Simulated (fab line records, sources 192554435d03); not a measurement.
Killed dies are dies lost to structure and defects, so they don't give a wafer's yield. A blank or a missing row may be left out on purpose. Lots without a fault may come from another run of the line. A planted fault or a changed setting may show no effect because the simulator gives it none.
Which tool did it? | flow n5_finfet | 10 lots, 28 wafers sampled, at 5 steps of a route of 1938

WHAT THE GAUGES READ, wafer by wafer
N5_BEOL_M4_RC_MEAS_101. Usual: DIBL_N 36.5 mV/V, standard deviation 2.2; DIBL_P 36.9 mV/V, standard deviation 2.9; IOFF_N 0.17 nA/um, standard deviation 0.044; IOFF_P 0.22 nA/um, standard deviation 0.052; ION_N 671 uA/um, standard deviation 16; ION_P 461 uA/um, standard deviation 10; SS_N 71.6 mV/dec, standard deviation 0.73; SS_P 73.5 mV/dec, standard deviation 0.79; VT_N 250 mV, standard deviation 4.1; VT_P -250 mV, standard deviation 4.1.
lot  | measured     | on        | DIBL_N (mV/V)  | DIBL_P (mV/V)  | IOFF_N (nA/um) | IOFF_P (nA/um) | ION_N (uA/um) | ION_P (uA/um) | SS_N (mV/dec)  | SS_P (mV/dec)  | VT_N (mV)   | VT_P (mV)      | flag
L331 | day 8 10:38  | prober-01 | 34.2 35.1 32.4 | 34.7 37.1 30.0 | 0.12 0.13 0.09 | 0.16 0.19 0.10 | 667 674 647   | 455 463 440   | 70.9 71.0 70.4 | 72.1 72.9 71.1 | 253 252 260 | -255 -254 -262 |
L334 | day 9 15:00  | prober-01 | 37.2 35.6 36.1 | 35.2 36.2 35.9 | 0.16 0.14 0.15 | 0.19 0.22 0.22 | 653 658 670   | 439 462 457   | 72.2 71.2 71.4 | 72.8 72.7 73.2 | 253 254 253 | -253 -250 -251 |
L339 | day 11 02:48 | prober-01 | 35.8 37.1 34.8 | 35.2 38.6 32.0 | 0.14 0.16 0.13 | 0.19 0.24 0.14 | 670 652 638   | 454 453 436   | 71.9 72.5 72.4 | 73.4 73.8 72.6 | 253 248 258 | -253 -250 -258 |
L342 | day 11 20:53 | prober-01 | 33.4 38.8 36.5 | 32.6 38.4 35.0 | 0.11 0.19 0.14 | 0.14 0.21 0.17 | 661 669 657   | 448 446 454   | 70.1 72.4 71.5 | 73.1 73.8 72.4 | 256 251 254 | -258 -252 -255 |
L344 | day 12 01:53 | prober-02 | 35.8 38.2 36.5 | 35.7 39.1 37.2 | 0.16 0.18 0.17 | 0.19 0.24 0.22 | 689 670 680   | 471 456 466   | 71.6 71.8 71.3 | 73.1 73.7 73.1 | 247 248 249 | -249 -249 -251 |
L345 | day 12 04:52 | prober-02 | 35.5 36.0      | 35.7 36.9      | 0.13 0.14      | 0.18 0.20      | 670 668       | 458 454       | 71.1 71.4      | 73.5 73.4      | 252 254     | -253 -252      |
L347 | day 12 22:58 | prober-02 | 38.1 38.3 37.2 | 37.6 38.7 37.2 | 0.21 0.21 0.20 | 0.26 0.26 0.24 | 680 685 688   | 465 468 465   | 71.9 72.3 71.7 | 73.6 74.0 73.9 | 245 244 246 | -246 -249 -249 |
L349 | day 13 09:13 | prober-01 | 32.5 40.5 35.3 | 32.7 41.8 35.7 | 0.11 0.22 0.14 | 0.14 0.26 0.18 | 658 677 657   | 455 461 453   | 69.8 72.3 70.3 | 71.9 75.3 73.5 | 252 247 251 | -255 -249 -253 |
L353 | day 14 05:49 | prober-01 | 35.3 38.1 37.8 | 35.5 38.7 39.4 | 0.14 0.18 0.17 | 0.18 0.23 0.25 | 666 674 668   | 461 463 461   | 70.9 71.7 71.4 | 73.1 74.3 74.4 | 250 247 248 | -252 -249 -252 |
L354 | day 15 04:48 | prober-01 | 40.2 42.3      | 42.9 44.0      | 0.23 0.28      | 0.29 0.33      | 669 702       | 456 471       | 72.3 73.4      | 74.7 75.0      | 248 242     | -247 -243      |

WHICH TOOL RAN EACH LOT (tool, then ch and the chambers of the sampled wafers, then the start)
lot  | N5_FIN_SAQP_STRIP_55              | N5_FIN_SAQP_RECESS_63             | N5_FIN_CUT_COAT_19               | N5_FIN_CUT_DESCUM_13
L331 | rie_diel-06 ch 0,1,3, day 1 21:50 | vapor_etch-01 ch 0,1, day 2 01:07 | litho_track-03 ch 0, day 2 03:14 | rie_diel-04 ch 1,2, day 2 03:49
L334 | rie_diel-05 ch 0,1,2, day 2 16:05 | vapor_etch-02 ch 0,1, day 2 18:49 | litho_track-03 ch 0, day 2 20:56 | rie_diel-04 ch 0,2, day 2 21:29
L339 | rie_diel-05 ch 2,3, day 3 22:10   | vapor_etch-01 ch 0,1, day 4 00:05 | litho_track-03 ch 0, day 4 02:02 | rie_diel-03 ch 0,1, day 4 02:32
L342 | rie_diel-02 ch 1,2,3, day 4 18:31 | vapor_etch-01 ch 0,1, day 4 22:05 | litho_track-03 ch 0, day 5 01:41 | rie_diel-03 ch 1,2, day 5 02:04
L344 | rie_diel-05 ch 0,1,2, day 5 03:58 | vapor_etch-01 ch 0,1, day 5 05:57 | litho_track-02 ch 0, day 5 08:13 | rie_diel-01 ch 0,3, day 5 08:37
L345 | rie_diel-05 ch 1,3, day 5 09:37   | vapor_etch-02 ch 0, day 5 11:52   | litho_track-04 ch 0, day 5 13:46 | rie_diel-01 ch 0,1, day 5 14:19
L347 | rie_diel-02 ch 0,2,3, day 5 22:11 | vapor_etch-02 ch 0,1, day 6 00:05 | litho_track-02 ch 0, day 6 02:01 | rie_diel-03 ch 0,1,2, day 6 02:34
L349 | rie_diel-05 ch 0,2,3, day 6 10:56 | vapor_etch-01 ch 0,1, day 6 12:50 | litho_track-02 ch 0, day 6 14:50 | rie_diel-04 ch 1,2,3, day 6 15:22
L353 | rie_diel-06 ch 0,1, day 7 10:08   | vapor_etch-02 ch 0,1, day 7 12:04 | litho_track-03 ch 0, day 7 14:02 | rie_diel-04 ch 2,3, day 7 14:34
L354 | rie_diel-02 ch 1,2, day 7 16:51   | vapor_etch-01 ch 0,1, day 7 19:52 | litho_track-04 ch 0, day 7 21:39 | rie_diel-04 ch 3, day 7 22:12
- N5_FIN_SAQP_STRIP_55: strips in N2/H2.
- N5_FIN_SAQP_RECESS_63: chemistry HF/NH3, target SiO2, target depth 18 nm, afs cycles 3, sublimation time 60 s.
- N5_FIN_CUT_COAT_19: time 60 s, resist thk 20 nm.
- N5_FIN_CUT_DESCUM_13: chemistry O2, time 7 s.

WHAT THE TOOLS THEMSELVES READ (means of the sampled wafers that have a number; where no wafer has one, the mark that the record gives instead)
N5_FIN_SAQP_STRIP_55. Usual: chamber_pressure_mTorr 50.01 mTorr, standard deviation 0.069; drypump_motor_current_A 5.6 A, standard deviation 0.54; h2_flow_sccm 300.1 sccm, standard deviation 1; oes_product_au 0.78 a.u., standard deviation 0.085; rf_vpp_V 122.0 V, standard deviation 1.3; showerhead_plenum_p_Torr 3.39 Torr, standard deviation 0.091; throttle_valve_pct 18.8 %, standard deviation 0.44.
lot  | tool        | chamber_pressure_mTorr (mTorr) | drypump_motor_current_A (A) | h2_flow_sccm (sccm) | oes_product_au (a.u.) | rf_vpp_V (V) | showerhead_plenum_p_Torr (Torr) | throttle_valve_pct (%) | flag
L331 | rie_diel-06 | 50.02                          | 5.5                         | 300.0               | 0.81                  | 122.6        | 3.42                            | 18.8                   |
L334 | rie_diel-05 | 49.95                          | 5.7                         | 299.8               | 0.85                  | 122.1        | 3.30                            | 18.4                   |
L339 | rie_diel-05 | 49.93                          | 5.7                         | 300.5               | 0.78                  | 122.4        | 3.40                            | 18.5                   |
L342 | rie_diel-02 | 50.05                          | 5.4                         | 300.9               | 0.73                  | 122.1        | 3.45                            | 19.5                   |
L344 | rie_diel-05 | 50.07                          | 5.7                         | 300.3               | 0.82                  | 123.0        | 3.29                            | 18.4                   |
L345 | rie_diel-05 | 50.02                          | 5.2                         | 300.3               | 0.72                  | 122.4        | 3.41                            | 18.8                   |
L347 | rie_diel-02 | 50.02                          | 5.5                         | 300.4               | 0.69                  | 121.2        | 3.48                            | 19.4                   |
L349 | rie_diel-05 | 50.07                          | 6.0                         | 299.7               | 0.80                  | 121.7        | 3.32                            | 18.4                   |
L353 | rie_diel-06 | 50.05                          | 5.7                         | 300.5               | 0.79                  | 122.3        | 3.46                            | 19.0                   |
L354 | rie_diel-02 | 49.98                          | 5.4                         | 300.0               | 0.73                  | 122.5        | 3.45                            | 19.8                   |

N5_FIN_SAQP_RECESS_63. Usual: drypump_motor_current_A 5.68 A, standard deviation 0.28.
lot  | tool          | drypump_motor_current_A (A) | flag
L331 | vapor_etch-01 | 5.79                        |
L334 | vapor_etch-02 | 5.49                        |
L339 | vapor_etch-01 | 5.79                        |
L342 | vapor_etch-01 | 5.76                        |
L344 | vapor_etch-01 | 5.79                        |
L345 | vapor_etch-02 | 5.22                        |
L347 | vapor_etch-02 | 5.48                        |
L349 | vapor_etch-01 | 5.81                        |
L353 | vapor_etch-02 | 5.72                        |
L354 | vapor_etch-01 | 5.77                        |

N5_FIN_CUT_COAT_19. Usual: heater_power_total_W 427.5 W, standard deviation 2.1; run_length_s 66.33 s, standard deviation 0.18.
lot  | tool           | heater_power_total_W (W) | run_length_s (s) | flag
L331 | litho_track-03 | 425.9                    | 66.54            |
L334 | litho_track-03 | 428.3                    | 66.48            |
L339 | litho_track-03 | 434.2                    | 65.03            | OFF
L342 | litho_track-03 | 439.9                    | 63.45            | OFF
L344 | litho_track-02 | 428.2                    | 66.17            |
L345 | litho_track-04 | 426.5                    | 66.22            |
L347 | litho_track-02 | 427.4                    | 66.12            |
L349 | litho_track-02 | 425.7                    | 66.12            |
L353 | litho_track-03 | 427.0                    | 66.53            |
L354 | litho_track-04 | 428.4                    | 66.36            |

N5_FIN_CUT_DESCUM_13. Usual: chamber_pressure_mTorr 20.001 mTorr, standard deviation 0.018; drypump_motor_current_A 5.5 A, standard deviation 0.57; oes_product_au 0.78 a.u., standard deviation 0.073; rf_vpp_V 242.7 V, standard deviation 1.3; showerhead_plenum_p_Torr 2.06 Torr, standard deviation 0.058; throttle_valve_pct 20.46 %, standard deviation 0.15.
lot  | tool        | chamber_pressure_mTorr (mTorr) | drypump_motor_current_A (A) | oes_product_au (a.u.) | rf_vpp_V (V) | showerhead_plenum_p_Torr (Torr) | throttle_valve_pct (%) | flag
L331 | rie_diel-04 | 20.014                         | 5.3                         | 0.81                  | 242.9        | 2.08                            | 20.42                  |
L334 | rie_diel-04 | 19.996                         | 5.1                         | 0.71                  | 242.8        | 2.07                            | 20.41                  |
L339 | rie_diel-03 | 20.007                         | 5.2                         | 0.72                  | 241.1        | 2.01                            | 20.52                  |
L342 | rie_diel-03 | 20.010                         | 5.2                         | 0.81                  | 243.7        | 2.11                            | 20.44                  |
L344 | rie_diel-01 | 20.015                         | 5.5                         | 0.68                  | 243.1        | 2.11                            | 20.57                  |
L345 | rie_diel-01 | 20.028                         | 5.2                         | 0.72                  | 242.9        | 1.99                            | 20.77                  |
L347 | rie_diel-03 | 20.021                         | 5.2                         | 0.85                  | 244.2        | 2.14                            | 20.39                  |
L349 | rie_diel-04 | 20.009                         | 5.6                         | 0.77                  | 242.2        | 2.06                            | 20.45                  |
L353 | rie_diel-04 | 20.002                         | 5.3                         | 0.73                  | 241.5        | 2.02                            | 20.43                  |
L354 | rie_diel-04 | 19.983                         | 6.4                         | 0.76                  | 243.2        | 2.07                            | 20.49                  |

THE ANSWER, worked out from the rows above alone
Rule: a lot is off if the mean of its wafers that have a number lies more than 3 standard deviations from the usual mean. A lot without any number at a reading at which 4 lots or more have one is off too. The other lots that the step has rows for count as sound. The gauges are gone through in route order, then the tools' own readings, and for those a lot's mean is taken as printed above. The first step at which some lot is off is used, and at that step the reading that is off furthest; a lot without a number counts as furthest.
Off: L339, L342, at N5_FIN_CUT_COAT_19 (run_length_s).
A tool fits if, at that step or a process step before it, it ran every lot that is off, and no sound lot after the first of them. None of those tried fits.

WHAT THE SIMULATOR HAD PUT IN
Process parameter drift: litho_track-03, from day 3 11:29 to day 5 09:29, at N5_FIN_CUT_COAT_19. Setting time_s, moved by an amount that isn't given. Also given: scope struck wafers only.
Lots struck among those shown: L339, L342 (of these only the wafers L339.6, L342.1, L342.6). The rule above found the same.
